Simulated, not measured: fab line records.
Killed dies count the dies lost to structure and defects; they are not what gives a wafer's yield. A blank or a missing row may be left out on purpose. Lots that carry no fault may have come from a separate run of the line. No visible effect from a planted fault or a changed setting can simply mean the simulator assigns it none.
fab line records -- flow nand_harc
record lots=6, wafers=15, last_day=24
route steps=1159 shown A_ONON_D1@434 END@1159
lots with no fault: from the same line, run without faults
start_h: start of the lot's first displayed wafer, in hours after the record's first day -- wait_h: hours elapsed since this lot's preceding step -- " as in the row above -- L1.1+2: several wafers, shown together as one row -- - no value, or no start was given -- * or withheld: withheld -- < > ~ a bound
route shown NAME@n: names a module that has steps shown in the file, with the first one's number in the route -- usual: average and standard deviation across the fault-free wafers -- same: alike in all rows -- chamber/n: place in a boat -- sites: each site's reading -- _std_site: the values' standard deviation -- _edge_site: outer sites' mean less inner sites' -- radius_mm: for every site, how far away it sits from the centre of the wafer -- mask NAME#n: copy n -- behind: the last tool/chamber to shape the wafer -- hold: why the lot was held/for how many hours/how that ended -- device: the n, p or np transistor that did not switch -- end of line: the route-end tests of the same wafers -- where a step has no rows: the recipe by itself -- killed: the dies lost at the first sort to structure and to defects; this is not the yield of the wafer -- map: a wafer's dies, marking killed ones x, the rest . and places with no die _
set.NAME: setting as actually run; set.NAME@STEP: the setting as run at that earlier step -- model.NAME: the simulator's own value behind a step, which no gauge read
lots at selected steps of the route; one table per step, one row per wafer
services: from which hour (start_h, from the record's first day; less than 0 if before it) a tool's chamber was out of use, for how many hours, and why
## steps
# step NHARC_A_ONON_D1_ANNEAL_15
# recipe temp_c=750, time_s=3600
# step NHARC_A_ONON_D1_DEP_16
# recipe target_thk_a=10000, n2_flow_sccm=2750, n2o_flow_sccm=2000, nh3_flow_sccm=500, sih4_flow_sccm=210, temp_c=400
# step NHARC_A_ONON_D1_THK_MEAS_18
# recipe thk_meas_gauge=ellipsometry
# usual thk_nm=1002/12
lot.wafer,tool,chamber,start_h,wait_h,thk_nm
L396.1,film_metro-02,-,182.80,-,1010
L396.3,film_metro-02,-,182.80,-,1009
L396.5,film_metro-02,-,182.80,-,1012
L399.3,film_metro-02,-,208.33,-,1025
L399.5,film_metro-02,-,208.33,-,1025
L399.6,film_metro-02,-,208.33,-,1025
L406.5,film_metro-02,-,241.98,-,1006
L408.5,film_metro-01,-,257.68,-,1011
L408.6,film_metro-01,-,257.68,-,1011
L414.2,film_metro-01,-,277.39,-,1007
L414.5,film_metro-01,-,277.39,-,1010
L414.6,film_metro-01,-,277.39,-,1007
L415.4,film_metro-01,-,288.50,-,1002
L415.5,film_metro-01,-,288.50,-,1003
L415.6,film_metro-01,-,288.50,-,1004
# step NHARC_A_ONON_D1_DEP_19
# recipe target_thk_a=10000, n2_flow_sccm=2750, n2o_flow_sccm=2000, nh3_flow_sccm=500, sih4_flow_sccm=210, temp_c=400
# step NHARC_A_ONON_D1_THK_MEAS_21
# recipe thk_meas_gauge=ellipsometry
# usual thk_nm=1001/12
lot.wafer,tool,chamber,start_h,wait_h,thk_nm
L396.1,film_metro-02,-,183.37,-,1002
L396.3,film_metro-02,-,183.37,-,1002
L396.5,film_metro-02,-,183.37,-,1002
L399.3,film_metro-01,-,208.90,-,994
L399.5,film_metro-01,-,208.90,-,992
L399.6,film_metro-01,-,208.90,-,993
L406.5,film_metro-02,-,242.67,-,1000
L408.5,film_metro-02,-,258.26,-,973
L408.6,film_metro-02,-,258.26,-,973
L414.2,film_metro-01,-,277.96,-,1013
L414.5,film_metro-01,-,277.96,-,1010
L414.6,film_metro-01,-,277.96,-,1012
L415.4,film_metro-02,-,289.06,-,1019
L415.5,film_metro-02,-,289.06,-,1019
L415.6,film_metro-02,-,289.06,-,1019
# step NHARC_A_ONON_D1_DEP_22
# recipe target_thk_a=10000, n2_flow_sccm=2750, n2o_flow_sccm=2000, nh3_flow_sccm=500, sih4_flow_sccm=210, temp_c=400
# step NHARC_A_ONON_D1_THK_MEAS_24
# recipe thk_meas_gauge=ellipsometry
# usual thk_nm=998/11
lot.wafer,tool,chamber,start_h,wait_h,thk_nm
L396.1,film_metro-01,-,183.94,-,987
L396.3,film_metro-01,-,183.94,-,990
L396.5,film_metro-01,-,183.94,-,989
L399.3,film_metro-02,-,209.49,-,991
L399.5,film_metro-02,-,209.49,-,990
L399.6,film_metro-02,-,209.49,-,990
L406.5,film_metro-01,-,243.24,-,1005
L408.5,film_metro-01,-,258.82,-,985
L408.6,film_metro-01,-,258.82,-,987
L414.2,film_metro-01,-,278.52,-,990
L414.5,film_metro-01,-,278.52,-,991
L414.6,film_metro-01,-,278.52,-,992
L415.4,film_metro-02,-,289.62,-,1000
L415.5,film_metro-02,-,289.62,-,1000
L415.6,film_metro-02,-,289.62,-,1000
# step NHARC_A_ONON_D1_DEP_25
# recipe target_thk_a=10000, n2_flow_sccm=2750, n2o_flow_sccm=2000, nh3_flow_sccm=500, sih4_flow_sccm=210, temp_c=400
# step NHARC_A_ONON_D1_THK_MEAS_27
# recipe thk_meas_gauge=ellipsometry
# usual thk_nm=1000/11
lot.wafer,tool,chamber,start_h,wait_h,thk_nm
L396.1,film_metro-01,-,184.51,-,995
L396.3,film_metro-01,-,184.51,-,995
L396.5,film_metro-01,-,184.51,-,993
L399.3,film_metro-01,-,210.06,-,1000
L399.5,film_metro-01,-,210.06,-,998
L399.6,film_metro-01,-,210.06,-,999
L406.5,film_metro-02,-,243.80,-,988
L408.5,film_metro-02,-,259.38,-,1008
L408.6,film_metro-02,-,259.38,-,1010
L414.2,film_metro-02,-,279.08,-,980
L414.5,film_metro-02,-,279.08,-,980
L414.6,film_metro-02,-,279.08,-,981
L415.4,film_metro-01,-,290.19,-,998
L415.5,film_metro-01,-,290.19,-,996
L415.6,film_metro-01,-,290.19,-,997
# step NHARC_A_ONON_D1_DEP_28
# recipe target_thk_a=10000, n2_flow_sccm=2750, n2o_flow_sccm=2000, nh3_flow_sccm=500, sih4_flow_sccm=210, temp_c=400
# step NHARC_A_ONON_D1_THK_MEAS_30
# recipe thk_meas_gauge=ellipsometry
# usual thk_nm=1001/11
lot.wafer,tool,chamber,start_h,wait_h,thk_nm
L396.1,film_metro-01,-,185.07,-,999
L396.3,film_metro-01,-,185.07,-,1000
L396.5,film_metro-01,-,185.07,-,998
L399.3,film_metro-01,-,210.63,-,1004
L399.5,film_metro-01,-,210.63,-,1001
L399.6,film_metro-01,-,210.63,-,1003
L406.5,film_metro-02,-,244.39,-,1001
L408.5,film_metro-02,-,259.95,-,974
L408.6,film_metro-02,-,259.95,-,973
L414.2,film_metro-01,-,279.78,-,998
L414.5,film_metro-01,-,279.78,-,1002
L414.6,film_metro-01,-,279.78,-,1001
L415.4,film_metro-02,-,290.76,-,999
L415.5,film_metro-02,-,290.76,-,1000
L415.6,film_metro-02,-,290.76,-,999
# step NHARC_A_ONON_D1_DEP_33
# recipe target_thk_a=2000, temp_c=400, pressure_torr=6.5, rf_w=900, teos_flow_sccm=161.4, flow_sccm=2650, target_thk_nm=200, gas=O2, material=SiO2
# usual heater_power_w=616/87, mfc_precursor_sccm=161.4/0.48, throttle_valve_pct=15.9/0.44
lot.wafer,tool,chamber,start_h,wait_h,heater_power_w,mfc_precursor_sccm,throttle_valve_pct
L396.1,pecvd-01,1,185.13,0.1,608,161.1,15.7
L396.3,pecvd-01,0,185.13,0.1,616,161.3,15.7
L396.5,pecvd-01,0,185.13,0.1,630,161.0,15.6
L399.3,pecvd-03,0,210.77,0.1,753,161.7,16.5
L399.5,pecvd-03,1,210.77,0.1,694,162.0,15.5
L399.6,pecvd-03,0,210.77,0.1,760,161.0,17.0
L406.5,pecvd-03,2,244.62,0.2,534,147.5,15.7
L408.5,pecvd-03,2,260.14,0.2,577,148.9,15.9
L408.6,pecvd-03,0,260.14,0.2,705,161.3,16.4
L414.2,pecvd-02,1,279.93,0.1,773,161.8,16.8
L414.6,pecvd-02,2,279.93,0.1,613,161.0,15.9
L414.5,pecvd-02,0,279.93,0.1,564,161.4,16.0
L415.6,pecvd-01,0,290.95,0.2,629,161.1,15.3
L415.5,pecvd-01,1,290.95,0.2,597,160.5,15.9
L415.4,pecvd-01,2,290.95,0.2,516,161.6,16.0
# step NHARC_A_ONON_D1_THK_MEAS_34
# recipe thk_meas_gauge=ellipsometry
# usual thk_nm=200.7/2.9
lot.wafer,tool,chamber,start_h,wait_h,hold,thk_nm
L396.1,film_metro-01,-,185.55,-,-,201.2
L396.3,film_metro-01,-,185.55,-,-,196.2
L396.5,film_metro-01,-,185.55,-,-,200.8
L399.3,film_metro-01,-,211.10,-,-,199.4
L399.5,film_metro-01,-,211.10,-,-,206.4
L399.6,film_metro-01,-,211.10,-,-,203.5
L406.5,film_metro-01,-,244.86,-,await_dispo/0.2h/release,183.7
L406.5,film_metro-01,-,245.03,0.2,-,185.9
L408.5,film_metro-02,-,260.42,-,await_dispo/0.2h/release,184.9
L408.6,film_metro-02,-,260.42,-,await_dispo/0.2h/release,203.7
L408.5,film_metro-02,-,260.60,0.2,-,185.1
L408.6,film_metro-02,-,260.60,0.2,-,203.9
L414.2,film_metro-01,-,280.25,-,-,202.7
L414.5,film_metro-01,-,280.25,-,-,203.9
L414.6,film_metro-01,-,280.25,-,-,205.3
L415.4,film_metro-01,-,291.24,-,-,204.6
L415.5,film_metro-01,-,291.24,-,-,205.8
L415.6,film_metro-01,-,291.24,-,-,203.1
# step NHARC_END_SORT_01
# recipe temp_c=25
# usual killed_at_array=27/8, killed_at_other=0.8/1.2, killed_at_periphery=3.3/2.3, killed_dies=31/8.8, killed_open=3.2/2.1, killed_short=2.1/1.4
# same gross_dies=677
lot.wafer,tool,chamber,start_h,wait_h,killed_at_array,killed_at_other,killed_at_periphery,killed_dies,killed_open,killed_short
L408.5,prober-02,0,532.96,3.7,28,1,6,35,3,3
L408.6,prober-02,0,533.78,4.1,23,2,2,27,2,3
# killed by level:class
L408.5 A_CHANNEL_HOLE_D1:chamber_film_flake=18 A_CONTACT:chamber_film_flake=4 P_M1:chamber_film_flake=3 P_GATE:chamber_film_flake=2 A_STAIRCASE:chamber_film_flake=2 P_CONTACT:geometric_particle:short=1 A_ONON_D1:geometric_particle:open=1 A_WL_FILL:geometric_particle:short=1
L408.6 A_CHANNEL_HOLE_D1:chamber_film_flake=12 A_STAIRCASE:chamber_film_flake=3 A_CONTACT:chamber_film_flake=3 A_CONTACT:geometric_particle:open=2 THIN_TSV:chamber_film_flake=2 A_ONON_D1:geometric_particle:short=1 A_CHANNEL_FILL_D1:geometric_particle:short=1 A_WL_FILL:geometric_particle:short=1
## services
tool,chamber,start_h,hours,kind
pecvd-02,0,166.00,-,clean
pecvd-02,1,166.00,-,clean
pecvd-02,2,166.00,-,clean
pecvd-01,1,217.07,6.2,repair
pecvd-03,-,225.87,0.3,repair
pecvd-01,-,237.10,13.0,pm
pecvd-01,0,237.10,13.0,vent_cycle
pecvd-01,1,237.10,13.0,vent_cycle
pecvd-01,2,237.10,13.0,vent_cycle
pecvd-01,0,250.10,-,clean
pecvd-01,1,250.10,-,clean
pecvd-01,2,250.10,-,clean
pecvd-02,-,260.26,0.9,repair
## key
first_sign step=NHARC_A_ONON_D1_DEP_33, reading=mfc_precursor_sccm, direction=down, sigmas=28, usual=161.4, struck=148.2
effect step=NHARC_A_ONON_D1_THK_MEAS_34, reading=visit, direction=added
effect step=NHARC_A_ONON_D1_THK_MEAS_34, reading=thk_nm, direction=down, sigmas=5.6, usual=200.7, struck=184.3
met_at NHARC_A_ONON_D1_DEP_33
struck_wafers L406.5,L408.5
tester_left_out L406,L408
fault kind=process_parameter_drift, tool=pecvd-03, chamber=2, onset_h=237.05, steps=NHARC_A_ONON_D1_DEP_33, channel=teos_flow_sccm, offset=*, shape=step, end_h=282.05, acts_in=*, stated=*
# tester_left_out: of these lots the tester's yield and bins aren't shown, on N5 and GAA mostly nor the transistor test; their killed dies are dies lost to structure and defects alone, not to doping, threshold or leakage, so they don't give the yield
